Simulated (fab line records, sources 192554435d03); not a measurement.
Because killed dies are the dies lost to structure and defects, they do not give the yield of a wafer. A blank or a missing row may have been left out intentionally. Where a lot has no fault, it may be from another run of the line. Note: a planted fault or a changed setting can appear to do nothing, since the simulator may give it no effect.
Struck lot and sound lot, side by side    flow n5 finfet    23 steps out of a route of 1938
Sound: wafers L749.3, L749.4, L749.5. Struck: wafer L757.6. (L757.3, L757.5 of the same lot were not struck and are left out.) The cause comes at the end.
Each step with rows lists, per side, the tool, then ch with its chambers, then its first start. Under that, the readings that differ: sound wafers    struck wafers    difference of the means    sigmas: that difference in standard deviations of wafers without a fault.
alike: same words and numbers on both sides, and readings whose means sit less than 2 such deviations apart. not compared: any withheld reading, any reading some wafer has no value for, any bound like >300 that may hide the same value, and any number with overlapping values for which the record gives no deviation.
A row with sigmas, a row that says differs or no value, or rows on one side alone: a step with any of these is where the two part. When numbers do not overlap yet have no deviation, they are printed without sigmas and do not part them. A reading missing from all wafers of one side parts the sides only when that side holds two or more wafers.

first, 8 steps without rows for these wafers: N5_BEOL_M15_ANNEAL_48 (time 90 s); N5_BEOL_M15_CMP_49 (polishes, stops on SiO2, t overpolish 4.9 s, target thk 850 nm); N5_BEOL_M15_PRE_CLEAN_52 (time 15 s); N5_BEOL_M15_DEP_53 (deposits SiCN from 3MS/NH3, target thk 50 nm, time 17.8 s); N5_PASSIVATION_PECVD_00 (deposits SiO2 from SiH4/N2O, target thk 200 nm, time 11.2 s); N5_MIM_BOT_DEGAS_01 (time 60 s); N5_MIM_BOT_SPUTTER_00 (material TiN, target thk 35 nm, time 89.7 s); N5_MIM_TOP_ALD_00 (deposits Al2O3, purge time 3 s, co reactant pulse time 3 s).
N5_MIM_TOP_ALD_01: deposits HfO2, target thk 5.6 nm, pulse time 1 s, purge time 3 s.
  sound on ald hk-02 ch 0,1, day 12 03:00; struck on ald hk-02 ch 3, day 14 12:00
  alike: precursor pulse height rel
then, 11 steps without rows for these wafers: N5_MIM_TOP_ALD_02 (deposits Al2O3, purge time 3 s, co reactant pulse time 3 s); N5_MIM_TOP_DEGAS_04 (time 60 s); N5_MIM_TOP_SPUTTER_03 (material TiN, target thk 35 nm, time 89.7 s); N5_MIM_TOP_LITHO_HMDS_01 (time 60 s); N5_MIM_TOP_LITHO_COAT_02; N5_MIM_TOP_LITHO_EBR_04; N5_MIM_TOP_LITHO_SOFTBAKE_03 (time 90 s); N5_MIM_TOP_LITHO_EXPOSE_05 (exposes mask MIM TOP, target cd 2000 nm); N5_MIM_TOP_LITHO_PEB_06; N5_MIM_TOP_LITHO_DEVELOP_07 (develop time 60 s); N5_MIM_TOP_LITHO_HARDBAKE_09 (time 120 s).
N5_MIM_TOP_LITHO_INSPECT_12: inspects for defects (macro).
  sound: defect inspect-02 at day 12 05:06; struck: defect inspect-02 at day 14 14:41
reading           sound  struck  difference  sigmas
raw defect count  0 4 4  >300    differs     
then, 1 step without rows for these wafers: N5_MIM_TOP_LITHO_DESCUM_10 (chemistry O2, time 7.9 s).
N5_PASSIVATION_PROBE_49:
  record: rows for the struck wafers here (prober-01, day 15 00:21), none for the sound ones

WHERE THEY PART
First at N5_MIM_TOP_LITHO_INSPECT_12; last, within this record, at N5_PASSIVATION_PROBE_49.

WHY: what had been put in by the simulator
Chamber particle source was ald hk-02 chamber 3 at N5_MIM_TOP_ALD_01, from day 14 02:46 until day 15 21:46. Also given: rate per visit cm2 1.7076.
